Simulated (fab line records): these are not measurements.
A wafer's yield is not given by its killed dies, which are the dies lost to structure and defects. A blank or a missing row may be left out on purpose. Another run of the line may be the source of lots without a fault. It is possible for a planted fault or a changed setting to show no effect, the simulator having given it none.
Struck lot and sound lot, side by side + flow nand_harc + 14 out of 1302 route steps
Sound: the wafers L458.1, L458.5, L458.6. Struck: wafers L447.2, L447.4, L447.6. The cause comes at the end.
Each step with rows lists, per side, the tool, then ch with its chambers, then its first start. Under that, the readings that differ: sound wafers + struck wafers + difference of the means + sigmas: that difference in standard deviations of wafers without a fault.
alike: readings with means less than 2 such deviations apart, plus words and numbers identical on both sides. not compared: withheld readings, readings lacking a value on some wafer, bounds such as >300 that could conceal the same value, and numbers that have no deviation in the record and whose values overlap.
Wherever a step has rows on one side only, a row that says differs or no value, or a row with sigmas, the two part there. When numbers do not overlap yet have no deviation, they are printed without sigmas and do not part them. A reading that every wafer of one side lacks parts them only if that side has two wafers or more.

first, 1 step without rows for these wafers: NHARC_P_M1_SRD_25.
NHARC_P_M1_INSPECT_27:
  struck on defect_inspect-02, day 9 10:58; sound on defect_inspect-01, day 14 03:14
  alike: raw_defect_count
NHARC_P_M1_PRE_CLEAN_32: time 12 s.
  sound on pecvd-04 ch 0,1,2, day 14 03:19; struck on pecvd-02 ch 0,1, day 9 11:02
  alike: heater_power_w, rf_fwd_power_W
NHARC_P_M1_DEP_33: deposits SiCN, target thk 30 nm.
  sound on pecvd-04 ch 0,1,2, day 14 03:23; struck on pecvd-02 ch 0,1, day 9 11:09
  alike: heater_power_w, rf_fwd_power_W
then, 7 steps without rows for these wafers: NHARC_P_M2_DEP_00 (deposits SiOC, target thk 182.5 nm); NHARC_P_M2_DEHYDRATE_01 (time 120 s); NHARC_P_M2_HMDS_02 (time 30 s); NHARC_P_M2_COAT_34 (time 65 s); NHARC_P_M2_COAT_03 (resist thk 90 nm); NHARC_P_M2_SOFTBAKE_04 (time 55 s); NHARC_P_M2_EBR_05.
NHARC_P_M2_EXPOSE_06: exposes mask P M2, target cd 170 nm.
  sound on arfi_scanner-01 ch 0, day 14 04:30; struck on arfi_scanner-03 ch 0, day 9 12:05
| reading              | sound             | struck            | difference | sigmas |
|----------------------|-------------------|-------------------|------------|--------|
| exposure_dose_mJ_cm2 | 80.69 80.87 80.71 | 79.93 79.80 79.89 | -0.88      | -11    |
  alike: mask
then, 1 step without rows for these wafers: NHARC_P_M2_PEB_07 (peb time 65 s).
-- jump in the record: it breaks off in module P_M2 and resumes in module END (first step shown: number 1302 of the route), and 18 days separate the struck wafers' starts before and after --
NHARC_END_SORT_01:
  sound on prober-02 ch 0, day 32 21:01; struck on prober-01 ch 0, day 27 05:16
| reading             | sound | struck | difference | sigmas |
|---------------------|-------|--------|------------|--------|
| killed_at_other     | 0 0 0 | 6 0 4  | +3         | +2     |
| killed_at_periphery | 9 9 6 | 2 2 1  | -6         | -2     |
  alike: defect_limited_yield, killed_at_array, killed_dies, killed_open, killed_short

== WHERE THEY PART ==
At NHARC_P_M2_EXPOSE_06 first; at NHARC_END_SORT_01 last (within this record only).

WHY: what had been put in by the simulator
Drift in process parameters on arfi_scanner-03 at NHARC_P_M2_EXPOSE_06, starting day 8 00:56. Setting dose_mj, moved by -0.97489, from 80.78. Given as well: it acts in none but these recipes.
